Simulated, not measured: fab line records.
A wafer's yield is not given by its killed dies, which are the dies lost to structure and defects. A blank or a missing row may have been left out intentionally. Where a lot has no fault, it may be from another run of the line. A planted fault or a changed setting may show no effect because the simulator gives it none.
A lot that was struck, set against a sound lot    flow nandHarc    15 steps out of a route of 1159
Sound: wafers L788.1, L788.2, L788.5. Wafers L798.1, L798.2, L798.3 were the ones struck. At the end, the cause is stated.
Each step with rows lists, per side, the tool, then ch with its chambers, then its first start. Under that, the readings that differ: sound wafers    struck wafers    difference of the means    sigmas: that difference in standard deviations of wafers without a fault.
alike: a reading whose means differ by less than 2 such deviations, as well as words and numbers matching on both sides. not compared: withheld readings; readings where some wafer has no value; bounds like >300 that might hide an equal value; numbers whose values overlap and for which the record gives no deviation.
The two part at a step that has a row with sigmas, a row that says differs or no value, or rows on one side only. Non-overlapping numbers with no deviation appear without sigmas and do not part them. A reading that every wafer of one side lacks parts them only if that side has two wafers or more.

first, 1 step without rows for these wafers: NHARC_A_SGD_CUT_ETCH_26 (etches SiO2 in dHF, target depth 45.8 nm).
NHARC_A_SGD_CUT_ETCHBACK_24: etches the open film in CH3F/O2, target depth 50 nm, time 92.857 s.
  sound on rieDiel-06 ch 0,1,2, day 16 13:40; struck on rieDiel-08 ch 0,1,2, day 19 08:41
reading              sound           struck          difference  sigmas
oesProductAu (a.u.)  0.95 0.91 0.92  0.99 1.00 1.00  +0.07       +2
  alike: biasW, drypumpMotorCurrentA, rfVppV, showerheadPlenumPTorr, throttleValvePct
  not compared: rfHoursCounterH
NHARC_A_SGD_CUT_STRIP_28: strips in O2, time 20 s.
  sound: rieDiel-06 ch 2,3; struck: rieDiel-08 ch 0,1,3
reading              sound              struck             difference  sigmas
oesProductAu (a.u.)  1.008 1.036 1.033  0.991 0.978 1.002  -0.035      -3
  alike: drypumpMotorCurrentA, rfVppV, showerheadPlenumPTorr, throttleValvePct
  not compared: rfHoursCounterH
NHARC_A_SGD_CUT_INSPECT_25:
  sound: defectInspect-01 at day 16 13:54; struck: defectInspect-01 at day 19 08:56
  alike: rawDefectCount
NHARC_A_SLIT_DEP_25: deposits SiO2, target thk 200 nm.
  sound on pecvd-01 ch 0,1,2, day 16 14:00; struck on pecvd-02 ch 0,1,2, day 19 08:59
  alike: chamberPressureTorr, heaterPowerW, throttleValvePct
NHARC_A_SLIT_DEP_00: deposits aC, target thk 3200 nm.
  sound on aclDep-03 ch 0, day 16 14:18; struck on aclDep-02 ch 0, day 19 09:20
  alike: throttleValvePct
NHARC_A_SLIT_DEP_23: deposits SiON, target thk 100 nm.
  sound on pecvd-01 ch 1,2, day 16 16:18; struck on pecvd-01 ch 0,1,2, day 19 11:26
  alike: chamberPressureTorr, heaterPowerW
then, 5 steps without rows for these wafers: NHARC_A_SLIT_DEHYDRATE_01 (time 120 s); NHARC_A_SLIT_HMDS_02 (time 30 s); NHARC_A_SLIT_COAT_03 (resist thk 90 nm); NHARC_A_SLIT_SOFTBAKE_04 (time 55 s); NHARC_A_SLIT_EBR_05.
NHARC_A_SLIT_EXPOSE_06: exposes mask SLIT.
  sound on arfiScanner-02 ch 0, day 16 16:41; struck on arfiScanner-02 ch 0, day 19 12:01
reading            sound              struck             difference  sigmas
exposureDoseMJCm2  60.81 60.81 60.74  59.53 59.60 59.59  -1.21       -20
  alike: mask
then, 1 step without rows for these wafers: NHARC_A_SLIT_PEB_07 (peb time 65 s).
-- break in the record here, with 5 days between the starts of the struck wafers on either side (left off in module A_SLIT, picked up again in module END, where the first step shown is number 1159 on the route) --
NHARC_END_SORT_01:
  sound on prober-01 ch 0, day 21 17:22; struck on prober-02 ch 0, day 24 19:58
  alike: killedAtArray, killedAtOther, killedAtPeriphery, killedDies, killedOpen, killedShort

WHERE THEY PART
First at NHARC_A_SGD_CUT_ETCHBACK_24; last, within this record, at NHARC_A_SLIT_EXPOSE_06. Later steps at which nothing parts them and some readings are alike: NHARC_END_SORT_01.

WHY: whatever the simulator had introduced
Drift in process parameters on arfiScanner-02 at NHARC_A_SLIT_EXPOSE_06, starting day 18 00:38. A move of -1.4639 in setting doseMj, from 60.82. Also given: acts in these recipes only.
